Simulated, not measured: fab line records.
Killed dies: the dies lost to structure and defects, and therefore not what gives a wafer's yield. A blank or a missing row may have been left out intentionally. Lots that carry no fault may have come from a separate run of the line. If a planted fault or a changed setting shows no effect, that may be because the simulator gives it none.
fab line records + flow n5Finfet + part 2 of 2: steps 25 to 36 of 36
record
- lots=5
- wafers=15
- lastDay=17
route steps=1938 shown BEOL_M7@1329 BEOL_M8@1332
lots that met no fault: from a run of the same line without faults
startH: the number of hours between the record's first day and the start of the first shown wafer of the lot + waitH: time in hours since the lot's previous step + " identical to the entry in the row above + L1.1+2: a single row standing in for several wafers + - no value, or no start was given + * or withheld: withheld + < > ~ a bound
route shown NAME@n: names a module that has steps shown in the file, with the first one's number in the route + usual: mean/standard deviation taken from wafers without a fault + same: alike in all rows + chamber/n: place in a boat + sites: per-site readings + _std_site: standard deviation of those values + _edge_site: inner sites' mean taken away from outer sites' mean + radiusMm: for every site, how far away it sits from the centre of the wafer + mask NAME#n: copy n + behind: the tool/chamber that last shaped the wafer + hold: cause of the lot's hold/its duration in hours/its outcome + device: transistor that didn't switch, given as n, p or np + end of line: the route-end tests of the same wafers + a step given without rows: its recipe and nothing more + killed: not the wafer's yield, but the dies lost to structure and defects at the first sort + map: the dies of a wafer, with x for killed, . for not killed, _ for no die there
set.NAME: the setting that was run; set.NAME@STEP: the one run at that earlier step + model.NAME: the simulator's own value behind a step, which no gauge read
lots at selected steps of the route; one table per step, one row per wafer
services: from which hour (startH, from the record's first day; less than 0 if before it) a tool's chamber was out of use, for how many hours, and why
## steps
# step N5_BEOL_M8_HM_OPEN_17
# recipe
- chemistry=Cl2/BCl3
- targetDepthA=200
- overetchA=60
- target=TiN
- maskMaterial=SOC
- ionEnergyEv=150
- pressureMtorr=10
- icpW=1000
- biasW=126
- Cl2_flow_sccm=53.25
- bcl3FlowSccm=21.75
- Ar_flow_sccm=25
# usual
- drypumpMotorCurrentA=5.7/0.32
- oesProductAu=0.68/0.065
- throttleValvePct=22.04/0.22
| lot.wafer | tool        | chamber | startH | waitH | drypumpMotorCurrentA | oesProductAu | rfHoursCounterH | throttleValvePct |
|-----------|-------------|---------|--------|-------|----------------------|--------------|-----------------|------------------|
| L080.1    | rieMetal-01 | 0       | 240.71 | 0.0   | 5.2                  | 0.76         | 15              | 22.29            |
| L080.3    | "           | 0       | "      | "     | 5.2                  | 0.75         | -               | 22.29            |
| L080.6    | "           | 0       | "      | "     | 5.2                  | 0.75         | -               | 22.28            |
| L081.1    | rieMetal-03 | 0       | 246.15 | 0.0   | 5.6                  | 0.64         | 47              | 21.88            |
| L081.4    | "           | 1       | "      | "     | 5.9                  | 0.65         | -               | 22.21            |
| L081.6    | "           | 0       | "      | "     | 5.6                  | 0.64         | -               | 21.86            |
| L082.2    | rieMetal-03 | 0       | 250.55 | 0.0   | 5.6                  | 0.64         | 48              | 21.89            |
| L082.3    | "           | 1       | "      | "     | 5.9                  | 0.65         | -               | 22.20            |
| L082.5    | "           | 1       | "      | "     | 5.9                  | 0.65         | -               | 22.20            |
| L091.2    | rieMetal-03 | 1       | 316.01 | 0.0   | 5.9                  | 0.65         | 51              | 22.19            |
| L091.3    | "           | 1       | "      | "     | 5.9                  | 0.65         | -               | 22.22            |
| L091.4    | "           | 0       | "      | "     | 5.6                  | 0.64         | -               | 21.87            |
| L092.2    | rieMetal-03 | 0       | 343.07 | 0.0   | 5.6                  | 0.63         | 55              | 21.91            |
| L092.5    | "           | 1       | "      | "     | 5.9                  | 0.63         | -               | 22.22            |
| L092.6    | "           | 0       | "      | "     | 5.6                  | 0.62         | -               | 21.92            |
# step N5_BEOL_M8_STRIP_19
# recipe
- chemistry=O2
- powerW=400
- tempC=40
- pressureMtorr=30
- rfFrequencyHz=6e+07
- biasPowerW=0
- overashFraction=0.2
- o2FlowSccm=225
# usual
- drypumpMotorCurrentA=5.5/0.39
- oesProductAu=0.81/0.075
- rfVppV=3.7/0.6
- showerheadPlenumPTorr=2.14/0.062
- throttleValvePct=16.65/0.26
| lot.wafer | tool       | chamber | startH | waitH | drypumpMotorCurrentA | oesProductAu | rfHoursCounterH | rfVppV | showerheadPlenumPTorr | throttleValvePct |
|-----------|------------|---------|--------|-------|----------------------|--------------|-----------------|--------|-----------------------|------------------|
| L080.1    | rieDiel-01 | 3       | 240.82 | 0.1   | 5.7                  | 0.75         | 143             | 3.5    | 2.10                  | 17.01            |
| L080.3    | "          | 2       | "      | "     | 5.2                  | 0.79         | 109             | 4.0    | 2.09                  | 16.25            |
| L080.6    | "          | 3       | "      | "     | 5.7                  | 0.75         | -               | 5.0    | 2.10                  | 17.02            |
| L081.1    | rieDiel-05 | 1       | 246.26 | 0.1   | 5.6                  | 0.75         | 163             | 4.1    | 2.22                  | 16.53            |
| L081.4    | "          | 2       | "      | "     | 5.1                  | 0.96         | 11              | 3.0    | 2.15                  | 16.31            |
| L081.6    | "          | 2       | "      | "     | 5.2                  | 0.96         | -               | 4.1    | 2.15                  | 16.31            |
| L082.2    | rieDiel-01 | 3       | 250.72 | 0.1   | 5.7                  | 0.74         | 148             | 3.1    | 2.10                  | 17.01            |
| L082.3    | "          | 1       | "      | "     | 5.7                  | 0.83         | 56              | 3.2    | 2.22                  | 16.85            |
| L082.5    | "          | 1       | "      | "     | 5.7                  | 0.82         | -               | 3.2    | 2.22                  | 16.86            |
| L091.2    | rieDiel-01 | 1       | 316.12 | 0.1   | 5.7                  | 0.82         | 76              | 3.2    | 2.21                  | 16.91            |
| L091.3    | "          | 3       | "      | "     | 5.7                  | 0.73         | 171             | 3.5    | 2.09                  | 17.08            |
| L091.4    | "          | 2       | "      | "     | 5.2                  | 0.75         | 138             | 4.5    | 2.08                  | 16.31            |
| L092.2    | rieDiel-02 | 3       | 343.21 | 0.1   | 5.2                  | 0.70         | 185             | 3.9    | 2.10                  | 16.91            |
| L092.5    | "          | 1       | "      | "     | 5.0                  | 0.73         | -               | 3.4    | 2.21                  | 16.81            |
| L092.6    | "          | 2       | "      | "     | 6.3                  | 0.79         | -               | 4.2    | 2.18                  | 16.56            |
# step N5_BEOL_M8_CD_MEAS_18
# recipe
- pitchNm=80
- targetCdNm=40
# usual
- cdNm=40.3/0.69
| lot.wafer | tool     | chamber | startH | waitH | cdNm |
|-----------|----------|---------|--------|-------|------|
| L080.1    | cdSem-03 | -       | 240.89 | 0.0   | 41.3 |
| L080.3    | "        | -       | "      | "     | 41.0 |
| L080.6    | "        | -       | "      | "     | 40.6 |
| L081.1    | cdSem-01 | -       | 246.34 | 0.1   | 40.1 |
| L081.4    | "        | -       | "      | "     | 40.4 |
| L081.6    | "        | -       | "      | "     | 40.8 |
| L082.2    | cdSem-02 | -       | 250.79 | 0.1   | 40.9 |
| L082.3    | "        | -       | "      | "     | 40.0 |
| L082.5    | "        | -       | "      | "     | 40.1 |
| L091.2    | cdSem-02 | -       | 316.19 | 0.1   | 39.0 |
| L091.3    | "        | -       | "      | "     | 40.5 |
| L091.4    | "        | -       | "      | "     | 39.6 |
| L092.2    | cdSem-03 | -       | 343.28 | 0.1   | 39.1 |
| L092.5    | "        | -       | "      | "     | 39.9 |
| L092.6    | "        | -       | "      | "     | 39.9 |
# step N5_BEOL_M8_COAT_63
# recipe
- resist=SOC
- tempC=250
- timeS=60
- spinRpm=1500
- resistThkNm=60
| lot.wafer  | tool          | chamber | startH | waitH |
|------------|---------------|---------|--------|-------|
| L080.1+3+6 | lithoTrack-04 | 0       | 240.93 | 0.0   |
| L081.1+4+6 | lithoTrack-02 | 0       | 246.51 | 0.2   |
| L082.2+3+5 | lithoTrack-04 | 0       | 253.87 | 3.1   |
| L091.2+3+4 | lithoTrack-02 | 0       | 316.94 | 0.8   |
| L092.2+5+6 | lithoTrack-01 | 0       | 344.15 | 0.9   |
# step N5_BEOL_M8_COAT_64
# recipe
- resist=SiARC
- tempC=220
- timeS=60
- spinRpm=1500
- resistThkNm=12
| lot.wafer  | tool          | chamber | startH | waitH |
|------------|---------------|---------|--------|-------|
| L080.1+3+6 | lithoTrack-04 | 0       | -      | -     |
| L081.1+4+6 | lithoTrack-02 | 0       | -      | -     |
| L082.2+3+5 | lithoTrack-04 | 0       | -      | -     |
| L091.2+3+4 | lithoTrack-02 | 0       | -      | -     |
| L092.2+5+6 | lithoTrack-01 | 0       | -      | -     |
# step N5_BEOL_M8_COAT_71
# recipe
- resist=underlayer
- tempC=205
- timeS=60
- spinRpm=1500
- resistThkNm=5
| lot.wafer  | tool          | chamber | startH | waitH |
|------------|---------------|---------|--------|-------|
| L080.1+3+6 | lithoTrack-04 | 0       | -      | -     |
| L081.1+4+6 | lithoTrack-02 | 0       | -      | -     |
| L082.2+3+5 | lithoTrack-04 | 0       | -      | -     |
| L091.2+3+4 | lithoTrack-02 | 0       | -      | -     |
| L092.2+5+6 | lithoTrack-01 | 0       | -      | -     |
# step N5_BEOL_M8_COAT_22
# recipe
- resist=CAR-EUV
- spinRpm=1500
- resistThkNm=30
| lot.wafer  | tool          | chamber | startH | waitH |
|------------|---------------|---------|--------|-------|
| L080.1+3+6 | lithoTrack-04 | 0       | -      | -     |
| L081.1+4+6 | lithoTrack-02 | 0       | -      | -     |
| L082.2+3+5 | lithoTrack-04 | 0       | -      | -     |
| L091.2+3+4 | lithoTrack-02 | 0       | -      | -     |
| L092.2+5+6 | lithoTrack-01 | 0       | -      | -     |
# step N5_BEOL_M8_EBR_24
# recipe
- solvent=PGMEA
- ebrWidthMm=1.5
| lot.wafer  | tool          | chamber | startH | waitH |
|------------|---------------|---------|--------|-------|
| L080.1+3+6 | lithoTrack-04 | 0       | -      | -     |
| L081.1+4+6 | lithoTrack-02 | 0       | -      | -     |
| L082.2+3+5 | lithoTrack-04 | 0       | -      | -     |
| L091.2+3+4 | lithoTrack-02 | 0       | -      | -     |
| L092.2+5+6 | lithoTrack-01 | 0       | -      | -     |
# step N5_BEOL_M8_SOFTBAKE_23
# recipe
- tempC=110
- timeS=60
- resist=CAR-EUV
| lot.wafer  | tool          | chamber | startH | waitH |
|------------|---------------|---------|--------|-------|
| L080.1+3+6 | lithoTrack-04 | 0       | -      | -     |
| L081.1+4+6 | lithoTrack-02 | 0       | -      | -     |
| L082.2+3+5 | lithoTrack-04 | 0       | -      | -     |
| L091.2+3+4 | lithoTrack-02 | 0       | -      | -     |
| L092.2+5+6 | lithoTrack-01 | 0       | -      | -     |
# step N5_BEOL_M8_EXPOSE_25
# recipe
- maskId=V7
- na=0.33
- sourceShape=annular
- sigmaInner=0.4
- sigmaOuter=0.8
- polarization=unpolarized
- targetCdNm=40
- doseMj=42.5
# usual
- focusOffsetNm=0.0/0.47
# same
- na=0.33
| lot.wafer | tool          | chamber | startH | waitH | mask | focusOffsetNm |
|-----------|---------------|---------|--------|-------|------|---------------|
| L080.1    | euvScanner-02 | 0       | 241.06 | -     | V7#0 | 0.0           |
| L080.3    | "             | 0       | "      | "     | V7#0 | 0.7           |
| L080.6    | "             | 0       | "      | "     | V7#0 | -0.3          |
| L081.1    | euvScanner-01 | 0       | 246.65 | -     | V7#0 | 0.1           |
| L081.4    | "             | 0       | "      | "     | V7#0 | -1.0          |
| L081.6    | "             | 0       | "      | "     | V7#0 | -0.6          |
| L082.2    | euvScanner-01 | 0       | 254.02 | -     | V7#0 | -0.1          |
| L082.3    | "             | 0       | "      | "     | V7#0 | -0.3          |
| L082.5    | "             | 0       | "      | "     | V7#0 | -0.6          |
| L091.2    | euvScanner-01 | 0       | 317.21 | -     | V7#0 | -0.3          |
| L091.3    | "             | 0       | "      | "     | V7#0 | -0.1          |
| L091.4    | "             | 0       | "      | "     | V7#0 | 0.7           |
| L092.2    | euvScanner-01 | 0       | 344.41 | -     | V7#0 | 0.2           |
| L092.5    | "             | 0       | "      | "     | V7#0 | 0.6           |
| L092.6    | "             | 0       | "      | "     | V7#0 | -0.4          |
# step N5_BEOL_M8_PEB_26
# recipe
- pebTempC=100
- pebTimeS=60
- resist=CAR-EUV
| lot.wafer  | tool          | chamber | startH | waitH |
|------------|---------------|---------|--------|-------|
| L080.1+3+6 | lithoTrack-01 | 0       | 241.13 | 0.1   |
| L081.1+4+6 | lithoTrack-02 | 0       | 246.72 | 0.1   |
| L082.2+3+5 | lithoTrack-02 | 0       | 254.08 | 0.1   |
| L091.2+3+4 | lithoTrack-01 | 0       | 317.27 | 0.1   |
| L092.2+5+6 | lithoTrack-02 | 0       | 344.47 | 0.1   |
# step N5_BEOL_M8_DEVELOP_27
# recipe
- developTimeS=30
- developer=TMAH
- resist=CAR-EUV
- rinseLiquid=surfactantRinse
- dry=airSpin
- devTempC=23
| lot.wafer  | tool          | chamber | startH | waitH |
|------------|---------------|---------|--------|-------|
| L080.1+3+6 | lithoTrack-01 | 0       | -      | -     |
| L081.1+4+6 | lithoTrack-02 | 0       | -      | -     |
| L082.2+3+5 | lithoTrack-02 | 0       | -      | -     |
| L091.2+3+4 | lithoTrack-01 | 0       | -      | -     |
| L092.2+5+6 | lithoTrack-02 | 0       | -      | -     |
## services
| tool           | chamber | startH | hours | kind   |
|----------------|---------|--------|-------|--------|
| arfiScanner-01 | -       | 217.25 | 0.8   | pm     |
| euvScanner-01  | -       | 224.27 | 1.0   | pm     |
| euvScanner-02  | -       | 230.15 | 1.0   | pm     |
| arfiScanner-03 | -       | 230.26 | 1.0   | pm     |
| arfiScanner-03 | -       | 231.85 | 0.7   | repair |
| pecvd-02       | -       | 239.60 | 1.0   | repair |
| pecvd-01       | -       | 242.73 | 2.0   | repair |
| rieDiel-05     | 3       | 264.39 | 4.8   | repair |
| pecvd-01       | 1       | 268.27 | 3.6   | repair |
| rieDiel-05     | -       | 272.79 | 2.8   | pm     |
| arfiScanner-03 | -       | 276.26 | 2.6   | repair |
| euvScanner-01  | -       | 280.43 | 1.0   | pm     |
| arfiScanner-03 | -       | 280.63 | 0.8   | pm     |
| arfiScanner-03 | -       | 284.32 | 1.3   | pm     |
| rieDiel-01     | 1       | 293.56 | 7.0   | repair |
| rieDiel-05     | 0       | 301.41 | 5.1   | repair |
| pvdSputter-02  | -       | 305.99 | 6.3   | repair |
| euvScanner-01  | -       | 308.94 | 4.6   | pm     |
| pecvd-01       | 2       | 314.61 | 4.8   | repair |
| euvScanner-01  | -       | 320.27 | 6.2   | pm     |
| rieDiel-02     | 2       | 322.94 | 2.0   | repair |
| pecvd-01       | -       | 337.11 | 14.6  | pm     |
| euvScanner-01  | -       | 340.98 | 1.0   | pm     |
| uvCure-01      | -       | 341.40 | 4.3   | pm     |
